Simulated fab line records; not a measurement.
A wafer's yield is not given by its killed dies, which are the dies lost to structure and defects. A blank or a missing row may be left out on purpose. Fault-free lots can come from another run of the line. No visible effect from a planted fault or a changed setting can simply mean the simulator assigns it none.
2 desks looking at one fault || flow n5 finfet || each desk holds nothing but its own numbers, with what lay behind them at the end

## DESK OF THE TOOL OWNER: rie diel-06
The tool's own readings at N5_BEOL_M10_TRENCH_ETCH_37 (etches SiCOH lowk in C4F6/O2, target depth 148.83 nm, time 48 s): means of the sampled wafers that have a number, for each lot that ran on this tool. If a lot's mean is further than 4 standard deviations from the usual mean, the lot is out of limits and carries the mark OUT (the distance appears in the brackets). Of its 8 readings 7 are shown: the one that was out of limits first, and those that lie furthest out on some lot.
Columns: A = drypump motor current A at N5_BEOL_M10_TRENCH_ETCH_37, usual 5.72 A; B = mfc ar sccm at N5_BEOL_M10_TRENCH_ETCH_37, usual 300.0 sccm; C = oes_ar_750_au at N5_BEOL_M10_TRENCH_ETCH_37, usual 0.83 a.u.; D = oes product au at N5_BEOL_M10_TRENCH_ETCH_37, usual 0.83 a.u.; E = rf vpp V at N5_BEOL_M10_TRENCH_ETCH_37, usual 668 V; F = run length s at N5_BEOL_M10_TRENCH_ETCH_37, usual 71.4 s; G = showerhead plenum p Torr at N5_BEOL_M10_TRENCH_ETCH_37, usual 2.89 Torr
{"lot": "L629", "first seen here": "day 13 14:07", "A": 5.54, "B": 299.6, "C": 0.84, "D": 0.84, "E": 668, "F": 71.5, "G": 2.97}
{"lot": "L630", "first seen here": "day 13 17:25", "A": 5.47, "B": 300.7, "C": 0.83, "D": 0.84, "E": 660, "F": 71.6, "G": 2.96}
{"lot": "L631", "first seen here": "day 13 22:20", "A": 5.55, "B": 300.4, "C": 0.84, "D": 0.83, "E": 669, "F": "75.2 (+9.8) OUT", "G": 2.97}
{"lot": "L632", "first seen here": "day 15 00:18", "A": 5.71, "B": 300.1, "C": 0.80, "D": 0.79, "E": 682, "F": "83.2 (+30) OUT", "G": 2.88}
This desk's verdict: out of limits on L631, L632, starting with L631 at day 13 22:20 (run length s at N5_BEOL_M10_TRENCH_ETCH_37). L629, L630 stayed within limits.

## METROLOGY DESK
What the gauges read, lot by lot, whatever tool the lot ran on: means of the sampled wafers that have a number. If a lot's mean is further than 4 standard deviations from the usual mean, the lot is out of limits and carries the mark OUT (the distance appears in the brackets). Of its 26 readings 7 are shown: the one that was out of limits first, and those that lie furthest out on some lot.
Columns: A = trench depth nm at N5_BEOL_M10_OCD_MEAS_38, usual 148.9 nm; B = M10_THK at N5_BEOL_M10_THK_MEAS_53, usual 138.9 nm; C = M10_RS at N5_BEOL_M10_RS_MEAS_57, usual 0.151 ohm/sq; D = SERP_M10 at N5_BEOL_M15_RC_MEAS_101, usual 3.05 ohm/um; E = SERP_M10_max_site at N5_BEOL_M15_RC_MEAS_101, usual 3.15 ohm/um; F = SERP_M5 at N5_BEOL_M15_RC_MEAS_101, usual 39.0 ohm/um; G = SERP_M6_max_site at N5_BEOL_M15_RC_MEAS_101, usual 14.3 ohm/um
{"lot": "L629", "first seen here": "day 13 14:18", "A": 148.9, "B": 138.6, "C": 0.152, "D": 3.06, "E": 3.19, "F": 39.6, "G": 14.3}
{"lot": "L630", "first seen here": "day 13 17:36", "A": 149.0, "B": 139.8, "C": 0.150, "D": 3.04, "E": 3.13, "F": 39.5, "G": 14.4}
{"lot": "L631", "first seen here": "day 13 22:31", "A": "160.9 (+4.8) OUT", "B": "152.0 (+5.1) OUT", "C": "0.138 (-4.1) OUT", "D": 2.79, "E": 2.84, "F": 38.2, "G": 14.3}
{"lot": "L632", "first seen here": "day 15 00:29", "A": "185.2 (+15) OUT", "B": "173.5 (+13) OUT", "C": "0.118 (-10) OUT", "D": "2.41 (-7.8) OUT", "E": "2.46 (-7.3) OUT", "F": 42.6, "G": 13.4}
{"lot": "L641", "first seen here": "day 17 15:38", "A": 150.6, "B": 139.8, "C": 0.149, "D": 3.00, "E": 3.17, "F": 40.1, "G": 14.5}
{"lot": "L642", "first seen here": "day 17 15:40", "A": 145.3, "B": 135.9, "C": 0.155, "D": 3.17, "E": 3.28, "F": 38.9, "G": 14.0}
This desk's verdict: out of limits on L631, L632, starting with L631 at day 13 22:31 (trench depth nm at N5_BEOL_M10_OCD_MEAS_38). L629, L630, L641, L642 stayed within limits.

## PUT TOGETHER
An alarm could have come from the tool owner's desk at day 13 22:20, on L631, L632.
L631, L632 would have let the metrology desk raise an alarm at day 13 22:31.
On rie diel-06, each named lot ran N5_BEOL_M10_TRENCH_ETCH_37.

## WHAT THE SIMULATOR HAD PUT IN
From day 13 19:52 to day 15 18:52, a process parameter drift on rie diel-06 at N5_BEOL_M10_TRENCH_ETCH_37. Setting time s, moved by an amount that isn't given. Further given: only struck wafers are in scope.
Shown lots that were struck: L631, L632.
Fault start to first reading out of limits, in hours, per desk: tool owner, 2; metrology, 3.
